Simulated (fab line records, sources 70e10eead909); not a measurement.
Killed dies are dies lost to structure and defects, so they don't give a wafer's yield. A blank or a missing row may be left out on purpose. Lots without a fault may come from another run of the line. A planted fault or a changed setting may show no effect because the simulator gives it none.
Chamber matching | flow nand_harc | NHARC_A_STAIRCASE_DEP_301 on pecvd-01: 3 sister chambers
The step deposits SiON, target thk 30 nm. 20 wafers are shown with their chamber, then 10 later ones without.

WAFERS WITH THEIR CHAMBER
wafer  | chamber | heater_power_w (W) | susceptor_temp_C (C)
L074.2 | 1       | 734                | 399.81
L074.5 | 2       | 738                | 399.87
L074.6 | 0       | 684                | 400.11
L076.2 | 1       | 729                | 400.07
L076.4 | 2       | 853                | 400.32
L076.5 | 1       | 730                | 399.84
L078.1 | 2       | 735                | 400.47
L078.2 | 1       | 795                | 400.10
L078.3 | 0       | 712                | 400.06
L082.2 | 1       | 693                | 399.91
L082.3 | 2       | 881                | 399.82
L082.5 | 2       | 693                | 400.32
L083.1 | 1       | 733                | 400.03
L083.2 | 0       | 676                | 400.11
L083.3 | 2       | 798                | 400.26
L084.3 | 2       | 806                | 399.58
L084.4 | 2       | 817                | 399.83
L084.5 | 1       | 785                | 400.20
L091.2 | 2       | 736                | 400.06
L091.4 | 1       | 795                | 399.81

SIGNATURES (means of the wafers above)
reading          | chamber 0 | chamber 1 | chamber 2 | scatter within a chamber
heater_power_w   | 690.67    | 749.25    | 784.11    | 49.5
susceptor_temp_C | 400.0933  | 399.9712  | 400.0589  | 0.227
Rule: a wafer's distance from a chamber is the root of the sum, over the readings, of the square of ((its reading less the chamber's mean) divided by the reading's scatter). The wafer belongs to the nearest chamber; if the next one is less than 2 further off, it can't be placed. The scatter: the root of (the sum of the squares of (reading less its chamber's mean) over the shown wafers, divided by (wafers less chambers)).

WAFERS WITHOUT THEIR CHAMBER
wafer  | heater_power_w (W) | susceptor_temp_C (C)
L091.5 | 753                | 399.90
L092.2 | 680                | 400.25
L092.5 | 848                | 400.14
L092.6 | 658                | 400.13
L093.1 | 768                | 399.91
L093.2 | 649                | 399.84
L093.4 | 807                | 400.21
L097.3 | 688                | 400.28
L097.5 | 590                | 400.14
L097.6 | 821                | 399.60

WHICH CHAMBER EACH WENT THROUGH
wafer  | from the rows above          | in truth
L091.5 | can't be placed: 1 or 2 or 0 | 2
L092.2 | can't be placed: 0 or 1 or 2 | 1
L092.5 | can't be placed: 2 or 1 or 0 | 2
L092.6 | can't be placed: 0 or 1 or 2 | 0
L093.1 | can't be placed: 1 or 2 or 0 | 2
L093.2 | can't be placed: 0 or 1 or 2 | 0
L093.4 | can't be placed: 2 or 1 or 0 | 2
L097.3 | can't be placed: 0 or 1 or 2 | 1
L097.5 | can't be placed: 0 or 1 or 2 | 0
L097.6 | can't be placed: 2 or 1 or 0 | 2
Placed correctly: 0 of 10. Can't be placed from these rows: 10 (the true chamber is among the candidates in 10). Placed wrongly: 0.
